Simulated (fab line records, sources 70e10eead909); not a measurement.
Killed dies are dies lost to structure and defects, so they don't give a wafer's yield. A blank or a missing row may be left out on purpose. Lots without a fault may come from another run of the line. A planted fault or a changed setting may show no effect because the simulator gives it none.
Chamber matching | flow nand_harc | NHARC_A_SLIT_ETCH_24 on rie_diel-10: 4 sister chambers
The step etches the open film in CF4/CHF3, target depth 121 nm, time 60.5 s. 14 wafers are shown with their chamber, then 7 later ones without.

WAFERS WITH THEIR CHAMBER
wafer  | chamber | showerhead_plenum_p_Torr (Torr) | drypump_motor_current_A (A) | rf_vpp_V (V)
L077.1 | 0       | 1.58                            | 5.9                         | 371.7
L077.4 | 1       | 1.63                            | 5.2                         | 372.8
L077.6 | 0       | 1.58                            | 5.9                         | 372.5
L082.1 | 3       | 1.47                            | 4.8                         | 367.1
L082.2 | 2       | 1.66                            | 5.7                         | 372.0
L082.5 | 1       | 1.63                            | 5.3                         | 372.0
L079.4 | 2       | 1.66                            | 5.7                         | 374.5
L079.5 | 3       | 1.47                            | 4.8                         | 368.0
L079.6 | 2       | 1.66                            | 5.7                         | 373.1
L087.1 | 3       | 1.47                            | 4.8                         | 366.5
L087.2 | 2       | 1.66                            | 5.6                         | 374.6
L087.6 | 1       | 1.62                            | 5.3                         | 371.2
L091.4 | 0       | 1.58                            | 5.9                         | 370.0
L091.5 | 2       | 1.66                            | 5.7                         | 375.2

SIGNATURES (means of the wafers above)
reading                  | chamber 0 | chamber 1 | chamber 2 | chamber 3 | scatter within a chamber
showerhead_plenum_p_Torr | 1.5800    | 1.6267    | 1.6600    | 1.4700    | 0.00258
drypump_motor_current_A  | 5.900     | 5.267     | 5.680     | 4.800     | 0.0383
rf_vpp_V                 | 371.400   | 372.000   | 373.880   | 367.200   | 1.12
Rule: a wafer's distance from a chamber is the root of the sum, over the readings, of the square of ((its reading less the chamber's mean) divided by the reading's scatter). The wafer belongs to the nearest chamber; if the next one is less than 2 further off, it can't be placed. The scatter: the root of (the sum of the squares of (reading less its chamber's mean) over the shown wafers, divided by (wafers less chambers)).

WAFERS WITHOUT THEIR CHAMBER
wafer  | showerhead_plenum_p_Torr (Torr) | drypump_motor_current_A (A) | rf_vpp_V (V)
L091.6 | 1.62                            | 5.2                         | 372.6
L086.1 | 1.62                            | 5.3                         | 373.1
L086.3 | 1.47                            | 4.8                         | 366.5
L086.5 | 1.66                            | 5.7                         | 374.2
L090.1 | 1.47                            | 4.8                         | 367.4
L090.2 | 1.66                            | 5.6                         | 374.9
L090.6 | 1.66                            | 5.7                         | 374.4

WHICH CHAMBER EACH WENT THROUGH
wafer  | from the rows above | in truth
L091.6 | 1                   | 1
L086.1 | 1                   | 1
L086.3 | 3                   | 3
L086.5 | 2                   | 2
L090.1 | 3                   | 3
L090.2 | 2                   | 2
L090.6 | 2                   | 2
Placed correctly: 7 of 7. Can't be placed from these rows: 0. Placed wrongly: 0.
